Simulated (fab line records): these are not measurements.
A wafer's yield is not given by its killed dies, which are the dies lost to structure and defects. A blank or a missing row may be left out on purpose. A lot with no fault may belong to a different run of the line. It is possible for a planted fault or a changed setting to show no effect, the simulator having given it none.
Comparing a struck lot with a sound one :: flow n5 finfet :: 14 steps out of a route of 1938
Sound: the wafers L965.1, L965.4, L965.6. Struck: wafer L983.4. The cause is named last.
Each step with rows lists, per side, the tool, then ch with its chambers, then its first start. Under that, the readings that differ: sound wafers :: struck wafers :: difference of the means :: sigmas: that difference in standard deviations of wafers without a fault.
alike: same words and numbers on both sides, and readings whose means sit less than 2 such deviations apart. not compared: any withheld reading, any reading some wafer has no value for, any bound like >300 that may hide the same value, and any number with overlapping values for which the record gives no deviation.
A row with sigmas, a row that says differs or no value, or rows on one side alone: a step with any of these is where the two part. When numbers do not overlap yet have no deviation, they are printed without sigmas and do not part them. A reading missing from all wafers of one side parts the sides only when that side holds two or more wafers.

first, 1 step without rows for these wafers: N5_BEOL_M1_DEVELOP_27 (develop time 30 s).
N5_BEOL_M1_CD_MEAS_28: target cd y 23.3 nm.
  sound on cd sem-02 ch 0, day 6 06:02; struck on cd sem-01 ch 0, day 10 12:26
  alike: cd nm
N5_BEOL_M1_OVL_MEAS_29:
  sound on overlay-02 ch 0, day 6 06:04; struck on overlay-02 ch 0, day 10 12:29
  alike: V0_OVL
N5_BEOL_M1_INSPECT_30: inspects for defects (brightfield).
  struck on defect inspect-02, day 10 12:34; sound on defect inspect-02, day 6 06:08
reading: raw defect count
sound: 426 411 378
struck: 610
difference: +205
sigmas: +2
N5_BEOL_M1_DESCUM_33: chemistry O2, time 7 s.
  sound on rie diel-06 ch 1,2,3, day 6 06:10; struck on rie diel-03 ch 0, day 10 12:37
  alike: bias power w, drypump motor current A, o2 flow sccm, oes product au, rf vpp V, showerhead plenum p Torr, throttle valve pct
  not compared: rf hours counter h
N5_BEOL_M1_ETCH_77: etches underlayer in N2/H2, target depth 6.5 nm, time 5.2 s.
  sound on rie diel-06 ch 1,2,3, day 6 06:12; struck on rie diel-03 ch 0, day 10 12:38
  alike: drypump motor current A, etch rf on time s, oes product au, rf vpp V, showerhead plenum p Torr, throttle valve pct
  not compared: rf hours counter h
N5_BEOL_M1_ETCH_69: etches SiARC in CF4, target depth 15.6 nm, time 26 s.
  sound on rie diel-06 ch 1,2,3, day 6 06:13; struck on rie diel-03 ch 0, day 10 12:40
  alike: cf4 flow sccm, drypump motor current A, etch rf on time s, oes product au, rf vpp V, showerhead plenum p Torr, throttle valve pct
  not compared: rf hours counter h
N5_BEOL_M1_ALD_98: deposits SiO2, target thk 2.5 nm, pulse time 1 s, co reactant pulse time 1 s.
  sound on ald sin-01 ch 1,3, day 6 06:18; struck on ald sin-04 ch 2, day 10 12:44
  alike: heater power w, precursor pulse height rel
  not compared: since wet clean h
N5_BEOL_M1_ETCHBACK_99: etches SiO2 in CHF3, target depth 5 nm, time 10.4 s.
  sound on rie diel-02 ch 0,1,3, day 6 08:08; struck on rie diel-03 ch 0, day 11 09:39
  alike: drypump motor current A, oes product au, rf vpp V, showerhead plenum p Torr, throttle valve pct
  not compared: rf hours counter h
then, 3 steps without rows for these wafers: N5_BEOL_M1_ETCH_70 (etches SOC in N2/H2, target depth 80 nm, overetch 16 nm, time 120 s); N5_BEOL_M1_STRIP_71 (strips in N2/H2); N5_BEOL_M1_STRIP_78 (strips in N2/H2).
N5_BEOL_M1_VIA_ETCH_34: etches the open film in C4F6/O2, target depth 67.8 nm, time 64.4 s.
  sound on rie diel-02 ch 0,1,3, day 6 08:16; struck on rie diel-03 ch 0, day 11 09:47
reading: oes product au (a.u.)
sound: 0.74 0.82 0.88
struck: 0.67
difference: -0.14
sigmas: -2

reading: model.etch.depth nm (nm)
sound: 64.8 66.46 69.92
struck: 44.05
difference: -23.01
sigmas: 

reading: model.SOC_of_BEOL_M1_COAT_67.thk nm (nm)
sound: 52.6 52 51.8
struck: 54.8
difference: +2.7
sigmas: 
  alike: drypump motor current A, rf vpp V, showerhead plenum p Torr, throttle valve pct
  not compared: rf hours counter h
then, 1 step without rows for these wafers: N5_BEOL_M1_STRIP_83 (strips in C4F6/O2).

WHERE THEY PART
Earliest at N5_BEOL_M1_INSPECT_30; latest, in this record, at N5_BEOL_M1_VIA_ETCH_34.

WHY: what the simulator had put in
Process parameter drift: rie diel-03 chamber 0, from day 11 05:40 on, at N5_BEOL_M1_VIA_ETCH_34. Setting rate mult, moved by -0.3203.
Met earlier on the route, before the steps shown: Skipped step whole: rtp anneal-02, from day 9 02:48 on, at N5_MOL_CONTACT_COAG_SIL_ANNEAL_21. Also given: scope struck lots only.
